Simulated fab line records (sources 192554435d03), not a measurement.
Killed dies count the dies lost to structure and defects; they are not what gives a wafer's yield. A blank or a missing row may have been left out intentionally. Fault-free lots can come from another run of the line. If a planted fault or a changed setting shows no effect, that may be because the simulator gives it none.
Chamber matching	flow n5-finfet	N5_BEOL_M11_DEP_56 on pecvd-02: 3 sister chambers
The step deposits SiCN from 3MS/NH3, target thk 30 nm, time 10.5 s. 18 wafers are shown with their chamber, then 9 later ones without.

WAFERS WITH THEIR CHAMBER
wafer	chamber	throttle-valve-pct (%)	showerhead-plenum-p-Torr (Torr)	chamber-pressure-Torr (Torr)
L074.1	0	18.5	4.162	2.992
L074.3	2	17.5	4.182	3.000
L074.5	1	19.6	4.200	3.000
L076.1	1	20.1	4.204	3.002
L076.3	2	17.7	4.175	3.005
L076.6	0	18.5	4.179	2.995
L079.3	0	18.8	4.175	3.001
L079.4	1	19.7	4.203	3.011
L079.6	2	17.7	4.178	3.003
L083.2	0	18.6	4.191	3.008
L083.4	0	18.5	4.170	3.005
L083.5	1	19.6	4.201	2.992
L086.1	1	19.7	4.198	2.990
L086.2	0	18.4	4.178	3.000
L086.5	1	19.4	4.197	2.991
L091.2	2	17.5	4.170	3.007
L091.4	0	18.5	4.180	2.996
L091.6	1	19.7	4.192	2.987

SIGNATURES (means of the wafers above)
reading	chamber 0	chamber 1	chamber 2	scatter within a chamber
throttle-valve-pct	18.543	19.686	17.600	0.164
showerhead-plenum-p-Torr	4.17643	4.19929	4.17625	0.00664
chamber-pressure-Torr	2.99957	2.99614	3.00375	0.00661
Rule: a wafer's distance from a chamber is the root of the sum, over the readings, of the square of ((its reading less the chamber's mean) divided by the reading's scatter). If the next closest chamber is less than 2 further off than the closest, the wafer can't be placed; otherwise it belongs to the closest. The scatter is the square root of a quotient: the sum, over the shown wafers, of each reading's squared deviation from its chamber's mean, divided by wafers minus chambers.

WAFERS WITHOUT THEIR CHAMBER
wafer	throttle-valve-pct (%)	showerhead-plenum-p-Torr (Torr)	chamber-pressure-Torr (Torr)
L090.1	18.4	4.177	2.997
L090.5	19.7	4.189	2.999
L090.6	18.5	4.160	2.998
L097.1	18.6	4.182	3.004
L097.4	18.0	4.190	2.987
L097.5	18.6	4.162	2.997
L096.1	17.7	4.181	2.989
L096.2	18.5	4.177	2.989
L096.3	17.9	4.179	3.000

THE CHAMBER EACH PASSED THROUGH
wafer	from the rows above	in truth
L090.1	0	0
L090.5	1	1
L090.6	0	0
L097.1	0	0
L097.4	can't be placed: 2 or 0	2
L097.5	0	0
L096.1	2	2
L096.2	0	0
L096.3	can't be placed: 2 or 0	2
7 of 9 placed correctly. Can't be placed from these rows: 2 (the true chamber is among the candidates in 2). Wrongly placed: 0.
